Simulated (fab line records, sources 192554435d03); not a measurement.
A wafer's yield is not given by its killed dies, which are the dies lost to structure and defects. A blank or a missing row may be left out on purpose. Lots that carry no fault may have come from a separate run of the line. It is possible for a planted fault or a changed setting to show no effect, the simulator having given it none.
Chamber matching    flow n5 finfet    N5_BEOL_M9_ETCH_61 on rie diel-06: 4 sister chambers
The step etches SiARC in CF4, target depth 39 nm, time 65 s. 4 wafers are shown with their chamber, then 10 later ones without.

WAFERS PAIRED WITH THEIR CHAMBERS
wafer   chamber  showerhead plenum p Torr (Torr)
L082.4  2        2.19
L083.6  0        2.08
L084.1  1        2.04
L084.3  3        2.03

WAFERS WITHOUT THEIR CHAMBER
wafer   showerhead plenum p Torr (Torr)
L084.4  2.07
L085.1  2.04
L085.4  2.04
L085.6  2.03
L087.1  2.07
L087.2  2.03
L087.5  2.07
L095.2  2.07
L095.5  2.03
L095.6  2.07

WHICH CHAMBER EACH WENT THROUGH
wafer   from the rows above      in truth
L084.4  0                        0
L085.1  can't be placed: 1 or 3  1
L085.4  can't be placed: 1 or 3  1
L085.6  can't be placed: 3 or 1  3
L087.1  0                        0
L087.2  can't be placed: 3 or 1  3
L087.5  0                        0
L095.2  0                        0
L095.5  can't be placed: 3 or 1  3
L095.6  0                        0
Correct placement for 5 of the 10. Can't be placed from these rows: 5 (the true chamber is among the candidates in 5). Placed wrongly: 0.
How it was worked out, from the rows above alone: a wafer's distance from a chamber is the root of the sum, over the readings, of the square of ((its reading less the chamber's mean) divided by the reading's scatter). If the next closest chamber is less than 2 further off than the closest, the wafer can't be placed; otherwise it belongs to the closest. For every chamber, the mean is computed from those of its wafers that are shown. The scatter: with one shown wafer a chamber, the root of the mean of the squares of how far each hidden wafer lies from its nearest shown one.
